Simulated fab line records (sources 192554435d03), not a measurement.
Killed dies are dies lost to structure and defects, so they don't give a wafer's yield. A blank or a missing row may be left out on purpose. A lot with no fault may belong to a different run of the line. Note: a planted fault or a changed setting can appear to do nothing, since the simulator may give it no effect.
fab line records + flow n5-finfet
record:
- lots: 4
- wafers: 11
- last-day: 18
route steps=1938 shown HKMG_FIN@409 BEOL_M4@1111 PASSIVATION@1936
lots untouched by any fault: they come from a run of this same line in which no faults occurred
start-h: start of the lot's first displayed wafer, in hours after the record's first day + wait-h: how many hours have passed since the lot's step before this one + " identical to the entry in the row above + L1.1+2: several wafers, shown together as one row + - either no value or no given start + * or withheld: withheld + < > ~ a bound
route shown NAME@n: a module of which the file shows steps, and the number in the route of the first + usual: mean/standard deviation of fault-free wafers + same: alike in all rows + chamber/n: place in a boat + sites: per-site readings + _std_site: standard deviation across them + _edge_site: mean of outer sites minus mean of inner sites + radius-mm: for every site, how far away it sits from the centre of the wafer + mask NAME#n: copy n + behind: tool/chamber where the wafer was last shaped + hold: cause of the lot's hold/its duration in hours/its outcome + device: transistor that didn't switch, given as n, p or np + end of line: the same wafers' tests at the end of the route + for a step that has no rows: nothing shown but its recipe + killed: dies that structure and defects cost at the first sort, which is not the same as the wafer's yield + map: a wafer's dies, x killed, . not, _ none there
set.NAME: setting as actually run; set.NAME@STEP: the setting as run at that earlier step + model.NAME: the simulator's own value behind a step, which no gauge read
certain route steps with their lots: each step a table, each wafer a row
services: the hour from which a tool's chamber was out of use, counted from the record's first day as start-h (under 0 if before that day), plus the number of hours and why
== steps ==
step: N5_HKMG_FIN_STRIP_60
recipe:
- chemistry: N2/H2
- power-w: 2500
- temp-c: 300
- h2-frac: 0.65
- time-s: 360
- pressure-mtorr: withheld
- n2-flow-sccm: 1750
- h2-flow-sccm: 3250
step: N5_HKMG_FIN_WET_ETCH_77
recipe:
- chemistry: dHCl
- mix: 1:10000
- temp-c: 25
- target: La2O3
- stop-on: HfO2
- target-depth-nm: 2
step: N5_HKMG_FIN_WET_ETCH_78
recipe:
- chemistry: dNH4OH
- mix: 1:50
- temp-c: 25
- target: Al2O3
- stop-on: La2O3
- target-depth-nm: 4.5
- dry: ipa-marangoni
- rinse-time-s: 30
- rinse-temp-c: 23
step: N5_HKMG_FIN_ALD_79
recipe:
- material: TiN
- target-thk-a: 15
- temp-c: 400
- ald-precursor-family: TiCl4
- ald-co-reactant: NH3
- pulse-time-s: 1
- purge-time-s: 3
- co-reactant-purge-time-s: 2
- co-reactant-pulse-time-s: 2
- ald-cycles: 68
- pressure-torr: 3
step: N5_HKMG_FIN_CVD_62
recipe:
- material: a-Si
- target-thk-a: 30
- temp-c: 500
- precursor: Si2H6
- pressure-torr: 1
- time-s: 20.8
step: N5_HKMG_FIN_RTA_80
recipe:
- temp-c: withheld
- time-s: 2
- ambient: N2
- idle-temp-c: 600
- ramp-up-c-per-s: 150
- ramp-down-c-per-s: 60
- cool-to-c: 600
step: N5_HKMG_FIN_PRECLEAN_64
recipe:
- chemistry: dHF
- time-s: 30
- temp-c: 25
- dilution: withheld
step: N5_HKMG_FIN_WET_ETCH_65
recipe:
- chemistry: TMAH
- temp-c: 70
- conc-wt-pct: 5
- target: a-Si
- stop-on: TiN
- time-s: 49
- target-depth-nm: 3
step: N5_HKMG_FIN_WET_ETCH_81
recipe:
- chemistry: SC1
- target: TiN
- stop-on: HfO2
- mix: 1:1:5
- temp-c: 60
- time-s: 57
- target-depth-nm: 6
step: N5_HKMG_FIN_WET_ETCH_82
recipe:
- chemistry: dHCl
- mix: 1:10000
- temp-c: 25
- target: La2O3
- stop-on: HfO2
- target-depth-nm: 2
- dry: ipa-marangoni
- rinse-time-s: 30
- rinse-temp-c: 23
step: N5_HKMG_FIN_ALD_36
recipe:
- material: TiN
- target-thk-a: 10
- temp-c: 400
- ald-precursor-family: TiCl4
- ald-co-reactant: NH3
- pulse-time-s: 1
- purge-time-s: 3
- co-reactant-purge-time-s: 2
- co-reactant-pulse-time-s: 2
- ald-cycles: 47
- pressure-torr: 3
step: N5_HKMG_FIN_PWFM_ALD_03
recipe:
- material: TiN
- target-thk-a: 20
- temp-c: 400
- ald-precursor-family: TiCl4
- ald-co-reactant: NH3
- pulse-time-s: 1
- purge-time-s: 3
- co-reactant-purge-time-s: 2
- co-reactant-pulse-time-s: 2
- ald-cycles: 91
- pressure-torr: 3
usual:
- ald-cycles: 91/0
- heater-power-w: 892/110
- precursor-pulse-height-rel: 0.999/0.018
| lot.wafer | tool         | chamber | start-h | wait-h | ald-cycles | heater-power-w | precursor-pulse-height-rel |
|-----------|--------------|---------|---------|--------|------------|----------------|----------------------------|
| L552.4    | ald-metal-03 | 1       | 159.44  | 0.0    | 91         | 985            | 0.958                      |
| L552.5    | "            | 0       | "       | "      | 91         | 865            | 0.990                      |
| L552.6    | "            | 1       | "       | "      | 91         | 1047           | 0.993                      |
| L554.2    | ald-metal-03 | 0       | 169.75  | 0.0    | 103        | 871            | 1.043                      |
| L554.4    | "            | 3       | "       | "      | 103        | 725            | 0.985                      |
| L554.6    | "            | 3       | "       | "      | 103        | 738            | 0.984                      |
| L558.1    | ald-metal-03 | 1       | 192.56  | 0.0    | 103        | 1011           | 1.029                      |
| L558.4    | "            | 0       | "       | "      | 103        | 896            | 1.000                      |
| L558.6    | "            | 3       | "       | "      | 103        | 745            | 0.992                      |
| L561.1    | ald-metal-02 | 0       | 214.36  | 0.0    | 91         | 851            | 1.009                      |
| L561.5    | "            | 3       | "       | "      | 91         | 886            | 0.976                      |
step: N5_HKMG_FIN_COAT_29
recipe:
- resist: SOC
- temp-c: 250
- time-s: 60
- spin-rpm: 1500
- resist-thk-nm: 300
step: N5_HKMG_FIN_COAT_30
recipe:
- resist: SiARC
- temp-c: 220
- time-s: 60
- spin-rpm: 1500
- resist-thk-nm: 35
step: N5_HKMG_FIN_COAT_06
recipe:
- resist: CAR-ArF
- spin-rpm: 1500
- resist-thk-nm: 90
step: N5_HKMG_FIN_EBR_08
recipe:
- solvent: PGMEA
- ebr-width-mm: 1.5
step: N5_HKMG_FIN_SOFTBAKE_07
recipe:
- temp-c: 110
- time-s: 60
- resist: CAR-ArF
step: N5_HKMG_FIN_EXPOSE_09
recipe:
- mask-id: NWFM
- na: 1.35
- source-shape: conventional
- sigma-outer: 0.8
- polarization: unpolarized
- dose-mj: 39.25
step: N5_HKMG_FIN_PEB_10
recipe:
- peb-temp-c: withheld
- peb-time-s: 60
- resist: CAR-ArF
step: N5_HKMG_FIN_DEVELOP_11
recipe:
- develop-time-s: 30
- developer: TMAH
- resist: CAR-ArF
- dev-temp-c: 23
- rinse-liquid: diw
- dry: air-spin
step: N5_HKMG_FIN_DESCUM_17
recipe:
- chemistry: O2
- time-s: 7.9
- source-power-w: 50
- bias-power-w: 20
- pressure-mtorr: 20
- rf-frequency-hz: 2.712e+07
- temp-c: 40
- resist: CAR-ArF
- o2-flow-sccm: 225
step: N5_HKMG_FIN_ETCH_31
recipe:
- chemistry: CF4
- target: SiARC
- target-depth-a: 455
- mask-material: CAR-ArF
- time-s: 75.8
- ion-energy-ev: 80
- pressure-mtorr: 40
- source-w: 545
- bias-w: 36
- Ar_flow_sccm: 100
- cf4-flow-sccm: 100
- ends: cleared
step: N5_HKMG_FIN_ETCH_32
recipe:
- chemistry: N2/H2
- target: SOC
- target-depth-a: 2400
- temp-c: 40
- time-s: 300
- ion-energy-ev: 200
- mask-material: SiARC
- pressure-mtorr: 30
- source-w: 840
- bias-w: 150
- n2-flow-sccm: 200
- h2-flow-sccm: 200
step: N5_HKMG_FIN_STRIP_33
recipe:
- chemistry: N2/H2
- temp-c: 40
- n2-flow-sccm: 200
- h2-flow-sccm: 200
- rf-frequency-hz: 6e+07
step: N5_HKMG_FIN_STRIP_34
recipe:
- chemistry: CF4
- resist: SiARC
- power-w: 300
- bias-power-w: 75
- pressure-mtorr: 50
- cf4-flow-sccm: 150
- rf-frequency-hz: 6e+07
step: N5_HKMG_FIN_ETCH_35
recipe:
- chemistry: N2/H2
- target: SOC
- target-depth-a: 2158
- ion-energy-ev: 65
- bias-w: 5
- source-w: 3000
- time-s: 243.4
- pressure-mtorr: 30
- n2-flow-sccm: 200
- h2-flow-sccm: 200
step: N5_HKMG_FIN_STRIP_92
recipe:
- chemistry: N2/H2
- material: SOC
- time-s: 20
- power-w: 500
- temp-c: 40
- pressure-mtorr: 50
- rf-frequency-hz: 6e+07
- bias-power-w: 8
- h2-frac: 0.5
- n2-flow-sccm: 300
- h2-flow-sccm: 300
step: N5_HKMG_FIN_WET_ETCH_18
recipe:
- chemistry: SC1
- target: TiN
- mix: 1:1:5
- temp-c: *
- time-s: 55
- target-depth-nm: 5.2
- dry: ipa-marangoni
- rinse-time-s: 30
- rinse-temp-c: 23
step: N5_HKMG_FIN_STRIP_19
recipe:
- chemistry: N2/H2
- power-w: 2500
- temp-c: 300
- h2-frac: 0.65
- time-s: 360
- pressure-mtorr: withheld
- n2-flow-sccm: 1750
- h2-flow-sccm: 3250
step: N5_HKMG_FIN_ALD_91
recipe:
- material: TiN
- target-thk-a: 10
- temp-c: 400
- ald-precursor-family: TiCl4
- ald-co-reactant: NH3
- pulse-time-s: 1
- purge-time-s: 3
- co-reactant-purge-time-s: 2
- co-reactant-pulse-time-s: 2
- ald-cycles: 47
- pressure-torr: 3
step: N5_HKMG_FIN_COAT_85
recipe:
- resist: SOC
- temp-c: 250
- time-s: 60
- spin-rpm: 1500
- resist-thk-nm: 300
step: N5_HKMG_FIN_ETCH_86
recipe:
- chemistry: N2/H2
- target: SOC
- target-depth-a: 3932
- stop-on: TiN
- ion-energy-ev: 100
- bias-w: 61
- pressure-mtorr: 30
- source-w: 850
- n2-flow-sccm: 200
- h2-flow-sccm: 200
step: N5_HKMG_FIN_STRIP_89
recipe:
- chemistry: N2/H2
- material: SOC
- time-s: 20
- power-w: 500
- temp-c: 40
- pressure-mtorr: 50
- rf-frequency-hz: 6e+07
- bias-power-w: 8
- h2-frac: 0.5
- n2-flow-sccm: 300
- h2-flow-sccm: 300
step: N5_HKMG_FIN_WET_ETCH_87
recipe:
- chemistry: SC1
- target: TiN
- mix: 1:2:40
- temp-c: 50
- time-s: 154.2
- target-depth-nm: 4.7
- dry: ipa-marangoni
- rinse-time-s: 30
- rinse-temp-c: 23
step: N5_HKMG_FIN_STRIP_88
recipe:
- chemistry: N2/H2
- power-w: 2500
- temp-c: 300
- h2-frac: 0.65
- time-s: 360
- pressure-mtorr: withheld
- n2-flow-sccm: 1750
- h2-flow-sccm: 3250
step: N5_HKMG_FIN_NWFM_ALD_20
recipe:
- material: TiAlC
- target-thk-a: 20
- temp-c: 300
- ald-precursor-family: TiCl4
- ald-co-reactant: TEA
- pulse-time-s: 3
- purge-time-s: 2
- co-reactant-purge-time-s: 2
- co-reactant-pulse-time-s: 10
- ald-cycles: 7
- pressure-torr: 3
step: N5_HKMG_FIN_ALD_71
recipe:
- material: TiN
- target-thk-a: 10
- temp-c: 400
- ald-precursor-family: TiCl4
- ald-co-reactant: NH3
- pulse-time-s: 1
- purge-time-s: 3
- co-reactant-purge-time-s: 2
- co-reactant-pulse-time-s: 2
- ald-cycles: 47
- pressure-torr: 3
step: N5_HKMG_FIN_COAT_66
recipe:
- resist: SOC
- temp-c: 250
- time-s: 60
- spin-rpm: 1500
- resist-thk-nm: 300
step: N5_BEOL_M4_RC_MEAS_101
usual:
- DIBL_N: 36.1/2
- DIBL_P: 36.3/2.5
- IOFF_N: 0.16/0.037
- IOFF_P: 0.21/0.039
- IOFF_P_LIN: 0.102/0.014
- ION_N: 678/15
- ION_P: 465/8.7
- SS_N: 71.4/0.7
- SS_P: 73.3/0.74
- VT_N: 249/3.6
- VT_P: -250.0/2.9
- VT_P_LVT: -97.5/2.8
| lot.wafer | tool      | chamber | start-h | wait-h | DIBL_N[mV/V] | DIBL_P[mV/V] | IOFF_N[nA/um] | IOFF_P[nA/um] | IOFF_P_LIN[nA/um] | ION_N[uA/um] | ION_P[uA/um] | SS_N[mV/dec] | SS_P[mV/dec] | VT_N[mV] | VT_P[mV] | VT_P_LVT[mV] |
|-----------|-----------|---------|---------|--------|--------------|--------------|---------------|---------------|-------------------|--------------|--------------|--------------|--------------|----------|----------|--------------|
| L552.4    | prober-01 | 0       | 269.30  | 0.5    | 36.8         | 36.9         | 0.18          | 0.24          | 0.113             | 682          | 470          | 71.6         | 73.6         | 247      | -244.9   | -95.3        |
| L552.5    | "         | 0       | "       | "      | 36.0         | 35.8         | 0.15          | 0.23          | 0.106             | 659          | 464          | 71.5         | 73.7         | 250      | -250.1   | -95.1        |
| L552.6    | "         | 0       | "       | "      | 35.5         | 36.3         | 0.16          | 0.24          | 0.113             | 685          | 477          | 71.4         | 73.4         | 246      | -245.0   | -94.2        |
| L554.2    | prober-02 | 0       | 284.11  | 0.2    | 37.8         | 39.4         | 0.20          | 0.30          | 0.136             | 684          | 473          | 71.8         | 73.6         | 243      | -243.6   | -87.8        |
| L554.4    | "         | 0       | "       | "      | 35.1         | 36.4         | 0.14          | 0.26          | 0.124             | 682          | 483          | 71.0         | 73.1         | 250      | -242.6   | -88.2        |
| L554.6    | "         | 0       | "       | "      | 32.7         | 32.8         | 0.12          | 0.20          | 0.101             | 663          | 463          | 70.2         | 72.4         | 252      | -247.7   | -92.8        |
| L561.1    | prober-02 | 0       | 313.10  | 0.0    | 34.4         | 35.3         | 0.13          | 0.20          | 0.094             | 663          | 456          | 70.3         | 73.5         | 250      | -248.7   | -98.0        |
| L561.5    | "         | 0       | "       | "      | 32.6         | 32.2         | 0.11          | 0.16          | 0.085             | 674          | 474          | 70.5         | 72.4         | 252      | -252.8   | -99.5        |
| L558.1    | prober-02 | 0       | 318.63  | 0.0    | 37.6         | 38.3         | 0.21          | 0.39          | 0.169             | 700          | 490          | 71.8         | 74.5         | 244      | -235.6   | -85.0        |
| L558.4    | "         | 0       | "       | "      | 37.3         | 36.7         | 0.19          | 0.35          | 0.157             | 683          | 476          | 71.7         | 73.7         | 244      | -240.2   | -87.0        |
| L558.6    | "         | 0       | "       | "      | 34.9         | 33.8         | 0.15          | 0.28          | 0.134             | 685          | 489          | 71.2         | 73.1         | 250      | -241.0   | -90.1        |
step: N5_PASSIVATION_PROBE_49
usual:
- defect-limited-yield: 91.1/1.3
- killed_at_M0_to_M3: 32/9.7
- killed_at_M4_up: 16/6
- killed-at-contacts: 12/5.9
- killed-at-front-end: 41/11
- killed-at-other: 4/3.1
- killed-dies: 104/16
- killed-open: 68/12
- killed-short: 34/7.4
- sort_bin_4_leakage: 0/0
- sort_bin_5_function: 5.1/0.85
- sort_bin_6_memory: 3.3/0.66
- sort-n-pass: 1075/16
- sort-yield-pct: 91.1/1.4
same:
- gross-dies: 1180
- killed-at-back-side: 0
- sort_bin_8_speed[%]: 0
| lot.wafer | tool      | chamber | start-h | wait-h | defect-limited-yield[%] | killed_at_M0_to_M3 | killed_at_M4_up | killed-at-contacts | killed-at-front-end | killed-at-other | killed-dies | killed-open | killed-short | sort_bin_4_leakage[%] | sort_bin_5_function[%] | sort_bin_6_memory[%] | sort-n-pass | sort-yield-pct[%] |
|-----------|-----------|---------|---------|--------|-------------------------|--------------------|-----------------|--------------------|---------------------|-----------------|-------------|-------------|--------------|-----------------------|------------------------|----------------------|-------------|-------------------|
| L552.4    | prober-01 | -       | 370.73  | 0.2    | 91.7                    | 19                 | 16              | 17                 | 46                  | 0               | 98          | 64          | 31           | 0                     | 4.5                    | 3.7                  | 1082        | 91.7              |
| L552.5    | prober-01 | -       | 370.78  | 0.2    | 93.1                    | 17                 | 28              | 6                  | 30                  | 0               | 81          | 57          | 21           | 0                     | 3.5                    | 3.2                  | 1099        | 93.1              |
| L552.6    | prober-01 | -       | 370.83  | 0.3    | 91.1                    | 29                 | 20              | 7                  | 49                  | 0               | 105         | 69          | 34           | 0                     | 5.6                    | 2.9                  | 1075        | 91.1              |
| L554.2    | prober-02 | -       | 394.70  | 0.1    | 91.4                    | 34                 | 16              | 10                 | 40                  | 1               | 101         | 74          | 26           | 0                     | 4.9                    | 3.5                  | 1079        | 91.4              |
| L554.4    | prober-02 | -       | 394.80  | 0.2    | 92.2                    | 35                 | 5               | 20                 | 31                  | 1               | 92          | 58          | 32           | 0                     | 5.7                    | 1.9                  | 1088        | 92.2              |
| L554.6    | prober-02 | -       | 394.90  | 0.3    | 93.1                    | 12                 | 21              | 12                 | 35                  | 2               | 82          | 62          | 18           | 0                     | 4.2                    | 2.5                  | 1098        | 93.1              |
| L558.1    | prober-02 | -       | 425.63  | 0.0    | 91.4                    | 38                 | 6               | 14                 | 38                  | 5               | 101         | 59          | 32           | 0.08                  | 5.0                    | 2.9                  | 1078        | 91.4              |
| L558.4    | prober-02 | -       | 425.78  | 0.2    | 91.6                    | 35                 | 11              | 20                 | 30                  | 3               | 99          | 65          | 34           | 0                     | 4.4                    | 3.8                  | 1081        | 91.6              |
| L558.6    | prober-02 | -       | 425.88  | 0.3    | 90.1                    | 29                 | 16              | 12                 | 34                  | 26              | 117         | 64          | 28           | 0                     | 6.7                    | 2.9                  | 1063        | 90.1              |
| L561.1    | prober-02 | -       | 442.73  | 0.6    | 90.4                    | 28                 | 9               | 21                 | 54                  | 1               | 113         | 66          | 46           | 0                     | 5.3                    | 3.7                  | 1067        | 90.4              |
| L561.5    | prober-02 | -       | 442.93  | 0.8    | 90.5                    | 30                 | 11              | 17                 | 52                  | 2               | 112         | 80          | 32           | 0                     | 5.8                    | 3.2                  | 1068        | 90.5              |
killed by level:class
L552.4 FIN_SAQP:geometric-particle:open=19 MOL_CONTACT_COAG:geometric-particle:open=14 FIN_SAQP:geometric-particle:short=11 BEOL_M0_SAQP:geometric-particle:short=6 STI_FIN_REVEAL:geometric-particle:open=5 BEOL_M2:geometric-particle:open=4 BEOL_M4:geometric-particle:open=4 STARTING-WAFER:geometric-particle:short=4
L552.5 BEOL_M4:geometric-particle:open=13 FIN_SAQP:geometric-particle:open=12 STI_FIN_REVEAL:geometric-particle:open=6 BEOL_M4:geometric-particle:short=6 FIN_SAQP:geometric-particle:short=4 MOL_CONTACT_COAG:geometric-particle:open=4 BEOL_M2:geometric-particle:open=4 BEOL_M0_SAQP:geometric-particle:short=3
L552.6 FIN_SAQP:geometric-particle:open=15 FIN_SAQP:geometric-particle:short=11 BEOL_M1:geometric-particle:open=8 MOL_CONTACT_COAG:geometric-particle:open=7 BEOL_M2:geometric-particle:open=7 BEOL_M4:geometric-particle:short=5 BEOL_M5:geometric-particle:open=5 BEOL_M6:geometric-particle:open=5
L554.2 STI_FIN_REVEAL:geometric-particle:open=12 FIN_SAQP:geometric-particle:open=10 MOL_CONTACT_COAG:geometric-particle:open=10 BEOL_M0_SAQP:geometric-particle:open=8 BEOL_M0:geometric-particle:open=8 BEOL_M0_SAQP:geometric-particle:short=6 BEOL_M4:geometric-particle:open=5 BEOL_M0:geometric-particle:short=5
L554.4 MOL_CONTACT_COAG:geometric-particle:open=17 BEOL_M0_SAQP:geometric-particle:open=8 FIN_SAQP:geometric-particle:open=6 GATE_CUT:geometric-particle:short=6 BEOL_M2:geometric-particle:open=5 BEOL_M3:geometric-particle:open=5 STI_FIN_REVEAL:geometric-particle:open=4 BEOL_M1:geometric-particle:open=4
L554.6 STI_FIN_REVEAL:geometric-particle:open=12 BEOL_M4:geometric-particle:open=11 MOL_CONTACT_COAG:geometric-particle:open=10 FIN_SAQP:geometric-particle:open=6 BEOL_M0_SAQP:geometric-particle:short=6 DUMMY_GATE:geometric-particle:open=5 BEOL_M2:geometric-particle:open=5 FIN_CUT:geometric-particle:short=2
L558.1 BEOL_M0_SAQP:geometric-particle:short=13 MOL_CONTACT_COAG:geometric-particle:open=12 BEOL_M0_SAQP:geometric-particle:open=11 FIN_SAQP:geometric-particle:open=7 HKMG_FIN:area-etch=7 BEOL_M3:geometric-particle:open=4 FIN_SAQP:geometric-particle:short=3 DUMMY_GATE:geometric-particle:open=3
L558.4 MOL_CONTACT_COAG:geometric-particle:open=14 BEOL_M1:geometric-particle:open=7 MOL_CONTACT_COAG:geometric-particle:short=6 BEOL_M2:geometric-particle:open=6 BEOL_M8:geometric-particle:open=6 BEOL_M0_SAQP:geometric-particle:short=5 GATE_CUT:geometric-particle:short=5 BEOL_M0_SAQP:geometric-particle:open=5
L558.6 PASSIVATION:area-etch=24 MOL_CONTACT_COAG:geometric-particle:open=10 BEOL_M0_SAQP:geometric-particle:open=9 FIN_SAQP:geometric-particle:open=7 DUMMY_GATE:geometric-particle:open=7 BEOL_M4:geometric-particle:open=7 BEOL_M3:geometric-particle:open=6 GATE_CUT:geometric-particle:short=5
L561.1 FIN_SAQP:geometric-particle:open=22 MOL_CONTACT_COAG:geometric-particle:open=15 FIN_SAQP:geometric-particle:short=14 BEOL_M0_SAQP:geometric-particle:short=8 BEOL_M1:geometric-particle:short=8 MOL_CONTACT_COAG:geometric-particle:short=6 STI_FIN_REVEAL:geometric-particle:open=5 BEOL_M1:geometric-particle:open=5
L561.5 FIN_SAQP:geometric-particle:open=18 MOL_CONTACT_COAG:geometric-particle:open=15 BEOL_M0_SAQP:geometric-particle:open=9 BEOL_M0_SAQP:geometric-particle:short=9 STI_FIN_REVEAL:geometric-particle:open=7 DUMMY_GATE:geometric-particle:open=6 FIN_SAQP:geometric-particle:short=5 STARTING-WAFER:geometric-particle:open=5
== services ==
| tool         | chamber | start-h | hours | kind   |
|--------------|---------|---------|-------|--------|
| ald-metal-02 | 1       | 151.25  | 1.7   | repair |
| ald-metal-02 | -       | 151.83  | 8.7   | pm     |
| ald-metal-02 | -       | 178.46  | 6.0   | pm     |
== key ==
first-sign:
- step: N5_HKMG_FIN_PWFM_ALD_03
- reading: ald-cycles
- direction: up
- sigmas: 99+
- usual: *
- struck: *
effect:
- step: N5_BEOL_M4_RC_MEAS_101
- reading: VT_P_LVT
- direction: up
- sigmas: 3.2
- usual: -97.5
- struck: -88.5
effect:
- step: N5_BEOL_M4_RC_MEAS_101
- reading: VT_P
- direction: up
- sigmas: 2.8
- usual: -250.0
- struck: -241.8
effect:
- step: N5_BEOL_M4_RC_MEAS_101
- reading: IOFF_P_LIN
- direction: up
- sigmas: 2.5
- usual: 0.102
- struck: 0.137
effect:
- step: N5_BEOL_M4_RC_MEAS_101
- reading: IOFF_P
- direction: up
- sigmas: 2.1
- usual: 0.21
- struck: 0.29
- wafers-moved: 4
effect:
- step: N5_BEOL_M4_RC_MEAS_101
- reading: ION_P
- direction: up
- sigmas: 1.6
- usual: 465
- struck: 479
met-at N5_HKMG_FIN_PWFM_ALD_03
struck-wafers L554.2,L554.4,L554.6,L558.1,L558.4,L558.6
baseline-loss:
- step: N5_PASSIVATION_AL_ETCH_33
- wafers: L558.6
onset-between 159.44 169.75
fault:
- kind: process-parameter-drift
- tool: ald-metal-03
- chamber: -
- onset-h: 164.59
- steps: N5_HKMG_FIN_PWFM_ALD_03
- channel: ald-cycles
- offset: *
- shape: step
- end-h: 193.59
- acts-in: *
- stated: *
baseline-loss: these wafers lose ten dies or more at that step, a loss of the line's own and not of a fault; the sort's usual values leave them out
